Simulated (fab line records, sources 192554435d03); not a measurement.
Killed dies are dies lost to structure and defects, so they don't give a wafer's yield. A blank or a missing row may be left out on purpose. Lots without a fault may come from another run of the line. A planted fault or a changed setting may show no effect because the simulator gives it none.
Split-lot experiment | flow n5_finfet | 7 lots, 21 wafers read, on a route of 1938 steps

THE SPLIT
At N5_BEOL_M9_COAT_05 (resist thk 90 nm), the setting spin_rpm was moved away from the recipe's 1500 rpm on 5 of the 21 wafers read, by -7.9% to +8.0%. The other wafers ran this setting at the recipe's value.

FROM THE SPLIT TO THE READING: what the file shows between them, 6 steps
- N5_BEOL_M9_EBR_07
- N5_BEOL_M9_SOFTBAKE_06: time 60 s
- N5_BEOL_M9_EXPOSE_08: exposes mask M9
- N5_BEOL_M9_PEB_09: peb time 60 s
- N5_BEOL_M9_DEVELOP_10: develop time 30 s
- N5_BEOL_M9_DESCUM_16: chemistry O2, time 7.9 s

THE READING
CAR-ArF_of_BEOL_M9_COAT_05.thk_nm (the simulator's own value, which no gauge read), in nm, at N5_BEOL_M9_ETCH_61 (etches SiARC in CF4, target depth 39 nm, time 65 s). The file gives no usual value for it. The 16 wafers here that ran the recipe average 55.3 nm, standard deviation 0.37 nm.

wafer  | tool, chamber at the split | spin_rpm as run, rpm | against the recipe | CAR-ArF_of_BEOL_M9_COAT_05.thk_nm, nm | against lot-mates on the recipe
L083.1 | litho_track-03, 0          | 1500                 | recipe             | 56                                    | -
L083.3 | litho_track-03, 0          | 1396                 | -6.9%              | 59                                    | +3.0
L083.6 | litho_track-03, 0          | 1396                 | -6.9%              | 59                                    | +3.0
L085.1 | litho_track-05, 0          | 1500                 | recipe             | 55.6                                  | -
L085.5 | litho_track-05, 0          | 1500                 | recipe             | 55.6                                  | -
L085.6 | litho_track-05, 0          | 1500                 | recipe             | 55.8                                  | -
L086.2 | litho_track-03, 0          | 1603                 | +6.9%              | 52.8                                  | -2.9
L086.4 | litho_track-03, 0          | 1500                 | recipe             | 55.6                                  | -
L086.6 | litho_track-03, 0          | 1500                 | recipe             | 55.8                                  | -
L089.1 | litho_track-05, 0          | 1500                 | recipe             | 54.8                                  | -
L089.3 | litho_track-05, 0          | 1500                 | recipe             | 55                                    | -
L089.5 | litho_track-05, 0          | 1500                 | recipe             | 55                                    | -
L093.1 | litho_track-02, 0          | 1500                 | recipe             | 55                                    | -
L093.4 | litho_track-02, 0          | 1620                 | +8.0%              | 52                                    | -3.1
L093.6 | litho_track-02, 0          | 1500                 | recipe             | 55.2                                  | -
L079.1 | litho_track-03, 0          | 1500                 | recipe             | 54.8                                  | -
L079.2 | litho_track-03, 0          | 1500                 | recipe             | 55                                    | -
L079.3 | litho_track-03, 0          | 1381                 | -7.9%              | 59                                    | +4.1
L096.1 | litho_track-05, 0          | 1500                 | recipe             | 55.4                                  | -
L096.3 | litho_track-05, 0          | 1500                 | recipe             | 55.4                                  | -
L096.5 | litho_track-05, 0          | 1500                 | recipe             | 55.4                                  | -

THE FIT
A straight line over all 21 wafers: CAR-ArF_of_BEOL_M9_COAT_05.thk_nm changes by -0.456 nm for each +1% of spin_rpm; r = -0.97; the points scatter about the line by 0.39 nm.
The same after taking each lot's own level away (the mean of its wafers on the recipe; 21 wafers): -0.438 nm for each +1%; r = -0.99; scatter 0.18 nm.
On that fit, the largest move of spin_rpm shifts the reading by 3.5 nm.
The lots' own levels span 54.90 to 56.00 nm, that is 3.0 times the standard deviation above.
So the lot-to-lot level changes the slope little: the two slopes agree.
Check: with one of the wafers moved furthest among these (+8.0%) left out of the fit, the line predicts -3.62 nm for it against its lot-mates. It came out at -3.1 nm against them.

THE WHOLE CHAIN: every reading that the file lists as answering this split, in the file's order
step                  | what it does                                       | reading                                                                            | change (the file's fit)               | r (the file's)
N5_BEOL_M9_COAT_05    | resist thk 90 nm                                   | CAR-ArF_of_BEOL_M9_COAT_05.thk_nm (the simulator's own value, which no gauge read) | -0.451 nm for each +1% of the setting | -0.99
N5_BEOL_M9_DEVELOP_10 | develop time 30 s                                  | CAR-ArF_of_BEOL_M9_COAT_05.thk_nm (the simulator's own value, which no gauge read) | -0.464 nm for each +1% of the setting | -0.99
N5_BEOL_M9_DESCUM_16  | chemistry O2, time 7.9 s                           | CAR-ArF_of_BEOL_M9_COAT_05.thk_nm (the simulator's own value, which no gauge read) | -0.465 nm for each +1% of the setting | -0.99
N5_BEOL_M9_ETCH_61    | etches SiARC in CF4, target depth 39 nm, time 65 s | CAR-ArF_of_BEOL_M9_COAT_05.thk_nm (the simulator's own value, which no gauge read) | -0.441 nm for each +1% of the setting | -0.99

THE FILE'S OWN FIT
CAR-ArF_of_BEOL_M9_COAT_05.thk_nm changes by -0.441 nm for each +1% of spin_rpm, r = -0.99.
